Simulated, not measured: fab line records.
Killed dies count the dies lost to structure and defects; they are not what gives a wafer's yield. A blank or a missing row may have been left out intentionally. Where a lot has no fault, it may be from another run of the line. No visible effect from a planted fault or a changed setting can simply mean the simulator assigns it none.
fab line records | flow n5-finfet
record: lots: 10 wafers: 30 last-day: 18
route steps=1938 shown BEOL_M4@1111 BEOL_M7@1286 BEOL_M8@1345 PASSIVATION@1936
lots that met no fault: from a run of the same line without faults
start-h: hours from the record's first day to the start of the lot's first wafer shown | wait-h: how many hours have passed since the lot's step before this one | " unchanged from the row above | L1.1+2: one row covering several wafers at once | - value missing, or start not given | * or withheld: withheld | < > ~ a bound
route shown NAME@n: a module of which the file shows steps, and the number in the route of the first | usual: the fault-free wafers' mean and standard deviation | same: alike in all rows | chamber/n: place in a boat | sites: each site's reading | _std_site: their standard deviation | _edge_site: outer sites' mean less inner sites' | radius-mm: for every site, how far away it sits from the centre of the wafer | mask NAME#n: copy n | behind: the last tool/chamber to shape the wafer | hold: why the lot went on hold/how many hours it stayed there/how the hold came to an end | device: which transistor (n, p or np) failed to switch | end of line: the same wafers' tests at the end of the route | a step without rows: its recipe alone | killed: the dies lost at the first sort to structure and to defects; this is not the yield of the wafer | map: a wafer's dies, marking killed ones x, the rest . and places with no die _
set.NAME: the setting that was run; set.NAME@STEP: the one run at that earlier step | model.NAME: the simulator's own value behind a step, which no gauge read
steps of the route over a sample of lots; a table a step, a row a wafer
services: a tool's chamber out of use, with start hour (start-h, from the record's first day; less than 0 if before it), hours out, and reason
== steps ==
step: N5_BEOL_M4_RC_MEAS_101
usual: DIBL_N: 36.0/2.5 DIBL_P: 36.7/3 IOFF_N: 0.16/0.043 IOFF_P: 0.21/0.049 ION_N: 673/15 ION_P: 461/9.8 SS_N: 71.5/0.83 SS_P: 73.4/0.83 VT_N: 250/4 VT_P: -251/4
columns lot.wafer tool chamber start-h wait-h DIBL_N[mV/V] DIBL_P[mV/V] IOFF_N[nA/um] IOFF_P[nA/um] ION_N[uA/um] ION_P[uA/um] SS_N[mV/dec] SS_P[mV/dec] VT_N[mV] VT_P[mV]
L175.1 prober-01 0 192.36 0.0 40.5 41.9 0.23 0.29 687 465 72.0 73.8 244 -245
L175.2 " 0 " " 32.2 32.5 0.09 0.15 647 452 69.8 71.4 258 -253
L175.3 " 0 " " 38.0 39.1 0.18 0.24 681 465 71.5 73.0 248 -247
L176.1 prober-01 0 199.92 0.0 34.7 36.8 0.13 0.22 668 469 71.1 74.0 250 -248
L176.3 " 0 " " 39.3 41.9 0.24 0.32 697 476 72.0 74.6 244 -243
L176.6 " 0 " " 35.2 37.8 0.14 0.23 660 461 70.2 74.2 253 -248
L177.1 prober-02 0 212.67 0.0 30.3 32.5 0.10 0.14 645 441 71.2 71.8 256 -257
L177.2 " 0 " " 31.6 34.5 0.12 0.16 651 453 70.9 72.6 252 -254
L177.5 " 0 " " 36.3 39.7 0.23 0.26 681 464 73.6 73.7 244 -246
L179.2 prober-01 0 218.24 0.2 39.2 43.4 0.28 0.32 689 470 72.0 75.1 242 -244
L179.4 " 0 " " 35.1 35.1 0.17 0.18 666 456 71.2 73.2 249 -254
L179.6 " 0 " " 33.3 35.7 0.13 0.17 677 463 69.9 72.6 251 -254
L181.1 prober-02 0 242.03 0.0 39.5 40.3 0.23 0.28 685 460 72.8 74.4 245 -247
L181.2 " 0 " " 35.1 34.3 0.14 0.19 686 473 70.6 73.1 252 -254
L181.5 " 0 " " 37.1 36.4 0.19 0.21 678 457 71.6 73.3 247 -253
L185.1 prober-01 0 266.62 0.0 34.7 34.9 0.14 0.19 677 466 70.6 73.5 251 -250
L185.5 " 0 " " 38.4 39.5 0.21 0.27 684 469 72.1 74.4 246 -248
L185.6 " 0 " " 35.1 35.9 0.15 0.21 670 459 71.5 72.9 252 -253
L187.1 prober-02 0 276.94 0.0 34.9 36.0 0.14 0.22 666 462 70.3 73.1 251 -247
L187.5 " 0 " " 37.1 38.8 0.17 0.26 672 469 71.8 73.2 248 -246
L187.6 " 0 " " 37.5 39.1 0.19 0.27 694 484 71.2 73.4 246 -244
L188.1 prober-02 0 296.13 0.0 34.8 37.1 0.16 0.19 679 462 71.5 73.4 248 -252
L188.3 " 0 " " 31.6 33.3 0.11 0.14 664 454 70.2 72.8 258 -256
L188.4 " 0 " " 27.6 28.4 0.07 0.11 649 455 69.4 71.7 258 -257
L190.2 prober-01 0 296.14 0.2 37.2 38.7 0.19 0.26 677 464 71.9 73.6 248 -248
L190.4 " 0 " " 33.4 33.9 0.13 0.19 662 463 70.9 72.9 253 -250
L190.5 " 0 " " 34.2 34.3 0.15 0.20 682 472 71.5 72.6 246 -249
L193.1 prober-01 0 325.33 0.0 35.6 36.6 0.14 0.17 672 454 71.1 72.9 252 -256
L193.5 " 0 " " 37.2 38.3 0.17 0.19 683 463 71.8 73.6 251 -254
L193.6 " 0 " " 35.3 36.1 0.13 0.16 650 445 70.9 73.2 254 -258
step: N5_BEOL_M7_CD_MEAS_18
recipe: pitch-nm: 80 target-cd-nm: 40
usual: cd-nm: 40.1/0.84
columns lot.wafer tool chamber start-h wait-h cd-nm
L175.1 cd-sem-01 - 214.46 0.0 40.1
L175.2 " - " " 40.1
L175.3 " - " " 40.8
L176.1 cd-sem-03 - 223.44 0.0 40.8
L176.3 " - " " 41.2
L176.6 " - " " 40.4
L177.1 cd-sem-03 - 235.63 0.0 41.5
L177.2 " - " " 39.8
L177.5 " - " " 39.1
L179.2 cd-sem-01 - 239.96 0.1 39.3
L179.4 " - " " 38.9
L179.6 " - " " 39.4
L181.1 cd-sem-01 - 267.41 0.0 39.2
L181.2 " - " " 40.2
L181.5 " - " " 39.2
L185.1 cd-sem-03 - 296.41 0.1 41.1
L185.5 " - " " 42.0
L185.6 " - " " 41.1
L187.1 cd-sem-02 - 303.00 0.0 39.9
L187.5 " - " " 40.3
L187.6 " - " " 40.5
L188.1 cd-sem-02 - 322.20 0.0 39.7
L188.3 " - " " 41.1
L188.4 " - " " 40.0
L190.2 cd-sem-02 - 322.34 0.1 40.9
L190.4 " - " " 40.7
L190.5 " - " " 40.0
L193.1 cd-sem-01 - 355.19 0.0 39.7
L193.5 " - " " 40.5
L193.6 " - " " 40.0
step: N5_BEOL_M7_SURFACE_TREAT_79
recipe: gas: Ar time-s: * ion-energy-ev: * ion-current-ma-cm2: 0.5 pressure-mtorr: * ar-flow-sccm: 30
usual: throttle-valve-pct: *
columns lot.wafer tool chamber start-h wait-h throttle-valve-pct
L175.1 pvd-sputter-02 - 217.18 0.2 *
L175.2 " - " " *
L175.3 " - " " *
L176.1 pvd-sputter-02 - 227.80 1.5 *
L176.3 " - " " *
L176.6 " - " " *
L177.1 pvd-sputter-01 - 237.52 0.2 *
L177.2 " - " " *
L177.5 " - " " *
L179.2 pvd-sputter-02 - 242.41 0.2 *
L179.4 " - " " *
L179.6 " - " " *
L181.1 pvd-sputter-03 - 271.92 0.2 *
L181.2 " - " " *
L181.5 " - " " *
L185.1 pvd-sputter-01 - 299.23 0.2 *
L185.5 " - " " *
L185.6 " - " " *
L187.1 pvd-sputter-03 - 306.47 0.3 *
L187.5 " - " " *
L187.6 " - " " *
L188.1 pvd-sputter-01 - 328.42 2.4 *
L188.3 " - " " *
L188.4 " - " " *
L190.2 pvd-sputter-01 - 330.04 0.2 *
L190.4 " - " " *
L190.5 " - " " *
L193.1 pvd-sputter-03 - 359.39 0.2 *
L193.5 " - " " *
L193.6 " - " " *
step: N5_BEOL_M7_ANNEAL_51
recipe: temp-c: 225 time-s: 90 ambient: N2
usual: anneal-temp-c: 224.96/0.18 anneal-temp-c-max: 226.2/0.42 wafer_temp_C_max: 226.4/0.31
columns lot.wafer tool chamber start-h wait-h anneal-temp-c anneal-temp-c-max wafer_temp_C_max
L175.1 rtp-anneal-02 0 217.63 0.1 224.58 226.0 226.7
L175.2 " 0 " " 224.85 226.1 226.8
L175.3 " 0 " " 224.91 226.2 227.3
L176.1 rtp-anneal-02 - 228.25 0.1 - - -
L176.3 " - " " - - -
L176.6 " - " " - - -
L177.1 rtp-anneal-02 - 238.16 0.3 - - -
L177.2 " - " " - - -
L177.5 " - " " - - -
L179.2 rtp-anneal-01 - 243.48 0.3 - - -
L179.4 " - " " - - -
L179.6 " - " " - - -
L181.1 rtp-anneal-02 0 272.62 0.2 224.79 226.0 226.5
L181.2 " 0 " " 224.91 226.4 226.4
L181.5 " 0 " " 224.85 226.3 226.6
L185.1 rtp-anneal-02 0 299.64 0.1 224.87 226.3 226.0
L185.5 " 0 " " 225.01 226.3 226.1
L185.6 " 0 " " 224.81 226.7 226.7
L187.1 rtp-anneal-02 0 306.98 0.1 225.23 227.0 226.6
L187.5 " 0 " " 225.03 226.3 226.4
L187.6 " 0 " " 225.16 226.7 226.6
L188.1 rtp-anneal-02 0 329.02 0.1 224.88 226.3 226.2
L188.3 " 0 " " 224.71 226.0 226.5
L188.4 " 0 " " 225.12 226.4 226.0
L190.2 rtp-anneal-02 0 330.59 0.2 224.69 226.2 226.3
L190.4 " 0 " " 224.90 226.1 226.5
L190.5 " 0 " " 225.07 226.6 226.1
L193.1 rtp-anneal-02 0 361.66 0.2 225.08 226.4 226.0
L193.5 " 0 " " 224.95 226.3 226.9
L193.6 " 0 " " 225.04 226.5 226.5
step: N5_BEOL_M7_CMP_52
recipe: stop-on: SiCOH_lowk t-overpolish-s: 6.9 down-force-psi: 1 platen-rpm: 50 clearing-platen-down-force-psi: 1.5 clearing-platen-rpm: 50 post-cmp-clean: cu-alkaline target-thk-nm: 80 clearing-platen-pad-velocity-m-s: 0.99484 pad-velocity-m-s: 0.99484
usual: barrier-field-endpoint-s: 29.5/0.83 motor-current-A: 6.1/0.59 overpolish-run-s: 6.900/0.01 retaining-ring-pressure-frac: 1.000/0.0052 time-to-endpoint-s: 66/3.4
columns lot.wafer tool chamber start-h wait-h barrier-field-endpoint-s motor-current-A overpolish-run-s retaining-ring-pressure-frac time-to-endpoint-s
L175.1 cmp-04 1 217.93 0.3 29.7 6.1 6.891 0.996 67
L175.3 " 2 " " 30.4 6.2 6.891 1.003 68
L175.2 " 3 " " 31.1 6.2 6.904 1.007 69
L176.1 cmp-04 0 228.59 0.3 35.9 5.9 6.899 0.999 81
L176.3 " 1 " " 37.4 6.3 6.895 0.996 81
L176.6 " 3 " " 38.6 6.0 6.903 0.989 81
L177.2 cmp-04 0 238.46 0.2 35.3 6.1 6.909 0.991 80
L177.1 " 3 " " 34.9 6.0 6.899 1.002 81
L177.5 " 1 " " 35.8 5.7 6.902 0.999 82
L179.2 cmp-02 3 243.79 0.3 34.7 7.2 6.902 0.987 80
L179.4 " 0 " " 34.5 6.6 6.898 1.001 81
L179.6 " 3 " " 35.3 7.5 6.896 0.996 79
L181.1 cmp-01 0 272.96 0.3 29.9 5.6 6.906 1.003 67
L181.2 " 2 " " 29.4 6.0 6.891 0.998 63
L181.5 " 3 " " 28.9 5.4 6.913 0.997 62
L185.1 cmp-01 2 299.99 0.3 29.2 5.5 6.918 0.999 69
L185.5 " 1 " " 28.9 5.4 6.895 1.000 66
L185.6 " 2 " " 29.9 5.6 6.898 1.000 68
L187.1 cmp-01 3 307.41 0.4 28.6 5.4 6.898 0.997 62
L187.5 " 0 " " 28.8 5.7 6.893 0.993 71
L187.6 " 1 " " 29.2 5.2 6.887 0.996 63
L188.1 cmp-04 2 329.33 0.3 29.5 6.3 6.925 1.008 67
L188.4 " 3 " " 30.1 6.2 6.918 1.000 70
L188.3 " 0 " " 29.0 5.8 6.901 0.992 66
L190.4 cmp-04 0 330.84 0.1 30.5 5.9 6.903 0.996 67
L190.2 " 3 " " 30.5 6.4 6.895 0.996 73
L190.5 " 1 " " 29.6 6.0 6.901 1.002 65
L193.1 cmp-04 3 362.07 0.4 29.5 6.3 6.911 1.001 67
L193.5 " 0 " " 29.8 6.2 6.900 1.004 63
L193.6 " 1 " " 29.8 6.0 6.898 0.997 64
step: N5_BEOL_M8_CD_MEAS_11
recipe: target-cd-nm: 38.5 landing-energy-ev: 500 detector: se-inlens polarity: opening
usual: cd-nm: 38.6/0.67
columns lot.wafer tool chamber start-h wait-h cd-nm
L175.1 cd-sem-02 0 220.70 - 38.2
L175.2 " 0 " " 38.5
L175.3 " 0 " " 38.8
L176.1 cd-sem-03 0 231.39 - 39.0
L176.3 " 0 " " 38.4
L176.6 " 0 " " 37.2
L177.1 cd-sem-01 0 240.99 - 39.5
L177.2 " 0 " " 38.7
L177.5 " 0 " " 38.7
L179.2 cd-sem-01 0 245.53 - 38.9
L179.4 " 0 " " 39.5
L179.6 " 0 " " 38.6
L181.1 cd-sem-02 0 278.26 - 37.1
L181.2 " 0 " " 38.6
L181.5 " 0 " " 38.9
L185.1 cd-sem-03 0 302.34 - 37.5
L185.5 " 0 " " 37.6
L185.6 " 0 " " 38.8
L187.1 cd-sem-02 0 309.73 - 38.2
L187.5 " 0 " " 39.1
L187.6 " 0 " " 38.0
L188.1 cd-sem-01 0 330.98 - 39.6
L188.3 " 0 " " 39.3
L188.4 " 0 " " 39.9
L190.2 cd-sem-01 0 333.43 - 38.9
L190.4 " 0 " " 39.1
L190.5 " 0 " " 39.9
L193.1 cd-sem-02 0 364.84 - 37.9
L193.5 " 0 " " 37.7
L193.6 " 0 " " 38.6
step: N5_PASSIVATION_PROBE_49
usual: defect-limited-yield: 91.1/1.5 killed_at_M0_to_M3: 37/11 killed_at_M4_up: 13/5.6 killed-at-contacts: 12/5.6 killed-at-front-end: 39/11 killed-at-other: 4/3.1 killed-dies: 105/18 killed-on-rim: 14/3.8 killed-open: 69/13 killed-short: 35/7.4 sort_bin_4_leakage: 0.00/0.022 sort_bin_5_function: 5.1/0.92 sort_bin_6_memory: 3.4/0.76 sort_bin_8_speed: 0.02/0.11 sort-n-pass: 1075/18 sort-yield-pct: 91.1/1.5
same: gross-dies: 1180 killed-at-back-side: 0
columns lot.wafer tool chamber start-h wait-h defect-limited-yield[%] killed_at_M0_to_M3 killed_at_M4_up killed-at-contacts killed-at-front-end killed-at-other killed-dies killed-on-rim killed-open killed-short sort_bin_4_leakage[%] sort_bin_5_function[%] sort_bin_6_memory[%] sort_bin_8_speed[%] sort-n-pass sort-yield-pct[%]
L175.1 prober-01 - 290.39 0.0 89.2 24 25 15 62 2 128 15 79 40 0 6.4 3.4 0 1052 89.2
L175.2 prober-01 - 290.44 0.1 93.8 17 16 11 23 6 73 11 44 28 0 4.2 1.6 0.08 1106 93.7
L175.3 prober-01 - 290.49 0.1 92.2 30 21 8 33 0 92 13 59 30 0 4.6 2.8 0 1088 92.2
L176.1 prober-01 - 301.72 0.0 64.3 44 302 10 59 6 421 152 86 42 0 6.7 4.1 0 759 64.3
L176.3 prober-01 - 301.82 0.1 69.4 38 265 8 44 6 361 152 70 42 0 5.8 3.5 0 819 69.4
L176.6 prober-01 - 301.97 0.3 90.3 32 13 12 48 9 114 13 65 47 0 5.3 4.2 0 1066 90.3
L177.1 prober-02 - 310.29 0.0 77.0 24 198 15 31 3 271 12 60 22 0 4.5 2.4 0.34 905 76.7
L177.2 prober-02 - 310.34 0.1 75.2 26 214 19 33 1 293 152 62 33 0 5.0 2.5 0 887 75.2
L177.5 prober-02 - 310.49 0.2 56.9 29 426 14 39 1 509 152 64 33 0 4.8 3.1 0 671 56.9
L179.2 prober-01 - 315.89 0.1 43.2 47 547 16 53 7 670 20 82 47 0.17 5.9 4.6 0 508 43.1
L179.4 prober-01 - 315.99 0.2 48.4 44 499 15 46 5 609 13 86 34 0 6.0 3.8 0 571 48.4
L179.6 prober-01 - 316.09 0.3 51.8 37 464 10 50 8 569 9 54 54 0 5.6 2.9 0 611 51.8
L181.1 prober-02 - 349.16 0.0 92.0 34 13 20 26 1 94 12 66 28 0 5.0 2.7 0 1086 92.0
L181.2 prober-02 - 349.21 0.1 90.5 40 7 30 33 2 112 17 71 41 0 5.3 3.6 0 1068 90.5
L181.5 prober-02 - 349.36 0.2 90.3 46 11 17 31 10 115 12 75 40 0 5.3 4.0 0 1065 90.3
L185.1 prober-01 - 377.91 0.0 91.5 32 17 17 34 0 100 18 65 34 0 4.9 3.5 0 1080 91.5
L185.5 prober-01 - 378.11 0.2 92.4 29 10 11 36 4 90 9 55 35 0 3.9 3.2 0 1090 92.4
L185.6 prober-01 - 378.16 0.3 91.7 26 7 11 54 0 98 12 61 37 0 5.0 3.2 0 1082 91.7
L187.1 prober-02 - 395.17 0.0 90.8 20 11 18 55 4 108 19 74 34 0 5.3 3.6 0 1072 90.8
L187.5 prober-02 - 395.37 0.2 92.0 27 11 4 49 3 94 16 65 29 0 4.2 3.5 0 1086 92.0
L187.6 prober-02 - 395.42 0.3 91.0 35 15 7 47 2 106 13 73 32 0 5.4 3.5 0 1074 91.0
L190.2 prober-02 - 406.93 0.1 91.1 32 33 9 30 1 105 15 67 34 0 5.3 3.3 0 1075 91.1
L190.4 prober-02 - 407.03 0.2 90.9 38 20 9 37 3 107 11 77 29 0 5.9 3.1 0 1073 90.9
L190.5 prober-02 - 407.08 0.2 91.4 44 20 4 27 6 101 19 68 32 0 5.1 3.3 0 1079 91.4
L188.1 prober-02 - 410.03 0.0 92.8 25 10 13 33 4 85 11 53 30 0 5.0 1.9 0 1095 92.8
L188.3 prober-02 - 410.13 0.1 90.6 33 20 19 38 1 111 14 70 38 0 4.9 4.2 0 1069 90.6
L188.4 prober-02 - 410.18 0.2 92.8 22 13 8 40 2 85 13 58 26 0 4.2 2.8 0 1095 92.8
L193.1 prober-02 - 433.20 0.0 90.0 42 13 9 53 1 118 15 77 41 0 6.6 3.0 0 1062 90.0
L193.5 prober-02 - 433.40 0.2 89.1 52 10 9 56 2 129 10 86 40 0 5.6 4.8 0 1051 89.1
L193.6 prober-02 - 433.45 0.3 88.1 60 20 10 49 1 140 17 88 51 0 5.8 5.7 0 1040 88.1
killed by level:class
L175.1 BEOL_M4:geometric-particle:open=18 MOL_CONTACT_COAG:geometric-particle:open=13 STI_FIN_REVEAL:geometric-particle:open=12 FIN_SAQP:geometric-particle:short=11 BEOL_M0_SAQP:geometric-particle:short=9 FIN_SAQP:geometric-particle:open=8 HKMG_FIN:area-etch=8 GATE_CUT:geometric-particle:short=6
L175.2 MOL_CONTACT_COAG:geometric-particle:open=9 BEOL_M4:geometric-particle:open=8 BEOL_M0_SAQP:geometric-particle:short=6 BEOL_M1:geometric-particle:open=6 FIN_SAQP:geometric-particle:short=5 PAD_METAL:geometric-particle:short=5 DUMMY_GATE:geometric-particle:open=4 BEOL_M0_SAQP:geometric-particle:open=4
L175.3 BEOL_M0_SAQP:geometric-particle:open=12 FIN_SAQP:geometric-particle:short=10 BEOL_M4:geometric-particle:open=9 STI_FIN_REVEAL:geometric-particle:open=7 MOL_CONTACT_COAG:geometric-particle:open=7 BEOL_M0_SAQP:geometric-particle:short=7 BEOL_M2:geometric-particle:short=4 BEOL_M3:geometric-particle:open=4
L176.1 BEOL_M7:area-cmp=291 STI_FIN_REVEAL:geometric-particle:open=16 FIN_SAQP:geometric-particle:open=15 FIN_SAQP:geometric-particle:short=12 BEOL_M0_SAQP:geometric-particle:open=12 BEOL_M0_SAQP:geometric-particle:short=10 BEOL_M3:geometric-particle:open=9 MOL_CONTACT_COAG:geometric-particle:open=7
L176.3 BEOL_M7:area-cmp=247 FIN_SAQP:geometric-particle:short=15 BEOL_M2:geometric-particle:open=13 FIN_SAQP:geometric-particle:open=9 STI_FIN_REVEAL:geometric-particle:open=9 BEOL_M0_SAQP:geometric-particle:short=7 MOL_CONTACT_COAG:geometric-particle:open=6 BEOL_M0_SAQP:geometric-particle:open=6
L176.6 FIN_SAQP:geometric-particle:short=19 FIN_SAQP:geometric-particle:open=10 MOL_CONTACT_COAG:geometric-particle:open=10 BEOL_M0_SAQP:geometric-particle:open=9 BEOL_M0_SAQP:geometric-particle:short=6 BEOL_M3:geometric-particle:open=6 MIM_TOP_ETCH:geometric-particle:short=5 GATE_CUT:geometric-particle:short=4
L177.1 BEOL_M7:area-cmp=188 MOL_CONTACT_COAG:geometric-particle:open=11 STI_FIN_REVEAL:geometric-particle:open=10 BEOL_M0_SAQP:geometric-particle:short=7 BEOL_M0_SAQP:geometric-particle:open=7 BEOL_M4:geometric-particle:open=7 FIN_SAQP:geometric-particle:open=5 BEOL_M2:geometric-particle:open=5
L177.2 BEOL_M7:area-cmp=198 MOL_CONTACT_COAG:geometric-particle:open=11 MOL_CONTACT_COAG:geometric-particle:short=8 BEOL_M4:geometric-particle:open=8 STI_FIN_REVEAL:geometric-particle:open=7 DUMMY_GATE:geometric-particle:open=7 FIN_SAQP:geometric-particle:open=6 BEOL_M3:geometric-particle:open=6
L177.5 BEOL_M7:area-cmp=412 STI_FIN_REVEAL:geometric-particle:open=14 FIN_SAQP:geometric-particle:short=9 MOL_CONTACT_COAG:geometric-particle:open=9 BEOL_M3:geometric-particle:open=8 DUMMY_GATE:geometric-particle:open=5 MOL_CONTACT_COAG:geometric-particle:short=5 BEOL_M0_SAQP:geometric-particle:short=5
L179.2 BEOL_M7:area-cmp=539 FIN_SAQP:geometric-particle:open=16 FIN_SAQP:geometric-particle:short=15 BEOL_M0_SAQP:geometric-particle:open=14 MOL_CONTACT_COAG:geometric-particle:open=13 BEOL_M0_SAQP:geometric-particle:short=10 STI_FIN_REVEAL:geometric-particle:open=9 BEOL_M2:geometric-particle:short=7
L179.4 BEOL_M7:area-cmp=488 FIN_SAQP:geometric-particle:open=14 MOL_CONTACT_COAG:geometric-particle:open=13 BEOL_M0_SAQP:geometric-particle:short=9 FIN_SAQP:geometric-particle:short=8 BEOL_M0_SAQP:geometric-particle:open=8 BEOL_M3:geometric-particle:open=8 STI_FIN_REVEAL:geometric-particle:open=7
L179.6 BEOL_M7:area-cmp=460 FIN_SAQP:geometric-particle:short=18 BEOL_M0_SAQP:geometric-particle:open=10 MOL_CONTACT_COAG:geometric-particle:open=8 BEOL_M0_SAQP:geometric-particle:short=8 GATE_CUT:geometric-particle:short=6 FIN_SAQP:geometric-particle:open=5 STI_FIN_REVEAL:geometric-particle:open=5
L181.1 MOL_CONTACT_COAG:geometric-particle:open=17 BEOL_M4:geometric-particle:open=10 BEOL_M3:geometric-particle:open=8 BEOL_M0_SAQP:geometric-particle:short=7 BEOL_M0_SAQP:geometric-particle:open=5 BEOL_M1:geometric-particle:short=5 FIN_SAQP:geometric-particle:open=4 GATE_CUT:geometric-particle:short=4
L181.2 MOL_CONTACT_COAG:geometric-particle:open=24 BEOL_M0_SAQP:geometric-particle:short=13 BEOL_M3:geometric-particle:open=10 BEOL_M0_SAQP:geometric-particle:open=8 FIN_SAQP:geometric-particle:open=7 DUMMY_GATE:geometric-particle:open=6 MOL_CONTACT_COAG:geometric-particle:short=6 BEOL_M1:geometric-particle:open=5
L181.5 BEOL_M0_SAQP:geometric-particle:open=17 MOL_CONTACT_COAG:geometric-particle:open=14 BEOL_M3:geometric-particle:open=8 BEOL_M0_SAQP:geometric-particle:short=7 FIN_SAQP:geometric-particle:open=5 GATE_CUT:geometric-particle:short=5 BEOL_M2:geometric-particle:short=5 ILD0:geometric-particle:short=4
L185.1 MOL_CONTACT_COAG:geometric-particle:open=15 FIN_SAQP:geometric-particle:short=10 BEOL_M0_SAQP:geometric-particle:short=9 BEOL_M2:geometric-particle:open=9 BEOL_M0_SAQP:geometric-particle:open=8 BEOL_M4:geometric-particle:open=8 FIN_SAQP:geometric-particle:open=7 GATE_CUT:geometric-particle:short=4
L185.5 BEOL_M0_SAQP:geometric-particle:open=10 MOL_CONTACT_COAG:geometric-particle:open=9 FIN_SAQP:geometric-particle:open=7 GATE_CUT:geometric-particle:short=7 BEOL_M0_SAQP:geometric-particle:short=7 FIN_SAQP:geometric-particle:short=6 STI_FIN_REVEAL:geometric-particle:open=4 BEOL_M4:geometric-particle:open=4
L185.6 FIN_SAQP:geometric-particle:short=14 FIN_SAQP:geometric-particle:open=10 MOL_CONTACT_COAG:geometric-particle:open=9 STI_FIN_REVEAL:geometric-particle:open=6 BEOL_M1:geometric-particle:open=6 BEOL_M3:geometric-particle:open=6 STARTING-WAFER:geometric-particle:short=6 DUMMY_GATE:geometric-particle:open=5
L187.1 FIN_SAQP:geometric-particle:open=23 FIN_SAQP:geometric-particle:short=13 MOL_CONTACT_COAG:geometric-particle:open=13 BEOL_M0_SAQP:geometric-particle:short=8 STI_FIN_REVEAL:geometric-particle:open=5 MOL_CONTACT_COAG:geometric-particle:short=5 BEOL_M2:geometric-particle:open=4 BEOL_M8:geometric-particle:open=4
L187.5 FIN_SAQP:geometric-particle:open=18 STI_FIN_REVEAL:geometric-particle:open=8 BEOL_M0_SAQP:geometric-particle:short=7 BEOL_M0_SAQP:geometric-particle:open=7 FIN_SAQP:geometric-particle:short=6 GATE_CUT:geometric-particle:short=5 BEOL_M1:geometric-particle:open=4 BEOL_M2:geometric-particle:open=4
L187.6 BEOL_M0_SAQP:geometric-particle:open=15 FIN_SAQP:geometric-particle:open=13 BEOL_M0_SAQP:geometric-particle:short=8 GATE_CUT:geometric-particle:short=7 GATE_CUT:geometric-particle:open=7 MOL_CONTACT_COAG:geometric-particle:open=6 STI_FIN_REVEAL:geometric-particle:open=5 BEOL_M4:geometric-particle:open=5
L190.2 BEOL_M4:geometric-particle:open=18 BEOL_M0_SAQP:geometric-particle:short=8 FIN_SAQP:geometric-particle:short=7 FIN_SAQP:geometric-particle:open=7 STI_FIN_REVEAL:geometric-particle:open=7 BEOL_M0_SAQP:geometric-particle:open=7 BEOL_M4:geometric-particle:short=6 MOL_CONTACT_COAG:geometric-particle:open=5
L190.4 BEOL_M1:geometric-particle:open=17 BEOL_M4:geometric-particle:open=15 FIN_SAQP:geometric-particle:short=8 MOL_CONTACT_COAG:geometric-particle:open=6 STI_FIN_REVEAL:geometric-particle:open=6 DUMMY_GATE:geometric-particle:open=6 BEOL_M0_SAQP:geometric-particle:short=5 BEOL_M0_SAQP:geometric-particle:open=5
L190.5 BEOL_M4:geometric-particle:open=10 BEOL_M0_SAQP:geometric-particle:open=9 FIN_SAQP:geometric-particle:open=8 BEOL_M1:geometric-particle:open=8 FIN_SAQP:geometric-particle:short=7 BEOL_M3:geometric-particle:open=7 BEOL_M0_SAQP:geometric-particle:short=6 BEOL_M2:geometric-particle:open=6
L188.1 MOL_CONTACT_COAG:geometric-particle:open=12 FIN_SAQP:geometric-particle:open=8 STI_FIN_REVEAL:geometric-particle:open=7 GATE_CUT:geometric-particle:short=7 BEOL_M1:geometric-particle:open=5 BEOL_M3:geometric-particle:open=4 BEOL_M2:geometric-particle:short=4 BEOL_M1:geometric-particle:short=3
L188.3 MOL_CONTACT_COAG:geometric-particle:open=16 FIN_SAQP:geometric-particle:open=9 FIN_SAQP:geometric-particle:short=8 BEOL_M3:geometric-particle:open=8 BEOL_M4:geometric-particle:open=6 BEOL_M0_SAQP:geometric-particle:open=5 BEOL_M2:geometric-particle:short=4 BEOL_M3:geometric-particle:short=4
L188.4 GATE_CUT:geometric-particle:open=9 MOL_CONTACT_COAG:geometric-particle:open=8 FIN_SAQP:geometric-particle:open=7 BEOL_M3:geometric-particle:open=6 GATE_CUT:geometric-particle:short=6 BEOL_M1:geometric-particle:short=6 BEOL_M4:geometric-particle:open=6 FIN_SAQP:geometric-particle:short=5
L193.1 FIN_SAQP:geometric-particle:open=14 BEOL_M0_SAQP:geometric-particle:short=12 BEOL_M0_SAQP:geometric-particle:open=11 FIN_SAQP:geometric-particle:short=9 BEOL_M3:geometric-particle:open=9 STI_FIN_REVEAL:geometric-particle:open=6 DUMMY_GATE:geometric-particle:open=6 GATE_CUT:geometric-particle:short=6
L193.5 FIN_SAQP:geometric-particle:open=18 STI_FIN_REVEAL:geometric-particle:open=13 BEOL_M0_SAQP:geometric-particle:open=13 BEOL_M0_SAQP:geometric-particle:short=13 BEOL_M3:geometric-particle:open=8 FIN_SAQP:geometric-particle:short=7 MOL_CONTACT_COAG:geometric-particle:open=7 BEOL_M2:geometric-particle:open=6
L193.6 BEOL_M0_SAQP:geometric-particle:open=18 FIN_SAQP:geometric-particle:short=12 BEOL_M0_SAQP:geometric-particle:short=12 BEOL_M3:geometric-particle:open=11 BEOL_M1:geometric-particle:open=10 FIN_SAQP:geometric-particle:open=9 STI_FIN_REVEAL:geometric-particle:open=8 BEOL_M4:geometric-particle:open=7
== services ==
columns tool chamber start-h hours kind
cmp-01 - 199.59 4.0 pm
cmp-01 - 203.59 - consumable-replace:conditioner
cmp-01 - 203.59 - consumable-replace:pad
cmp-02 - 212.30 1.2 repair
cmp-04 - 226.17 0.8 repair
cmp-02 - 240.29 1.6 repair
cmp-04 - 247.55 1.4 repair
cmp-01 - 252.12 1.1 repair
cmp-04 - 277.06 6.8 pm
cmp-02 - 282.76 1.0 repair
cmp-01 - 288.05 0.5 repair
pvd-sputter-02 - 311.06 2.8 repair
cmp-02 - 313.07 4.0 pm
cmp-02 - 317.07 - consumable-replace:conditioner
cmp-02 - 317.07 - consumable-replace:pad
cmp-02 - 317.07 3.0 pm
pvd-sputter-03 - 348.61 9.2 repair
== key ==
first-sign: step: N5_BEOL_M7_ANNEAL_51 reading: tool-record direction: missing
effect: step: N5_BEOL_M7_CMP_52 reading: barrier-field-endpoint-s direction: up sigmas: 7.6 usual: 29.5 struck: 35.8
effect: step: N5_PASSIVATION_PROBE_49 reading: killed_at_M4_up direction: up sigmas: 55 usual: 13 struck: 325 wafers-moved: 8
more-kills-born-at: N5_BEOL_M7_CMP_52@cmp-02: 1487 N5_BEOL_M7_CMP_52@cmp-04: 1336
met-at N5_BEOL_M7_ANNEAL_51
struck-lots L176,L177,L179
not-acting-at N5_BEOL_M7_CD_MEAS_18,N5_BEOL_M7_SURFACE_TREAT_79,N5_BEOL_M8_CD_MEAS_11
onset-between 217.63 228.25
fault: kind: skipped-step-whole tool: rtp-anneal-01,rtp-anneal-02 chamber: - onset-h: 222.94 steps: N5_BEOL_M7_ANNEAL_51 scope: struck-lots-only
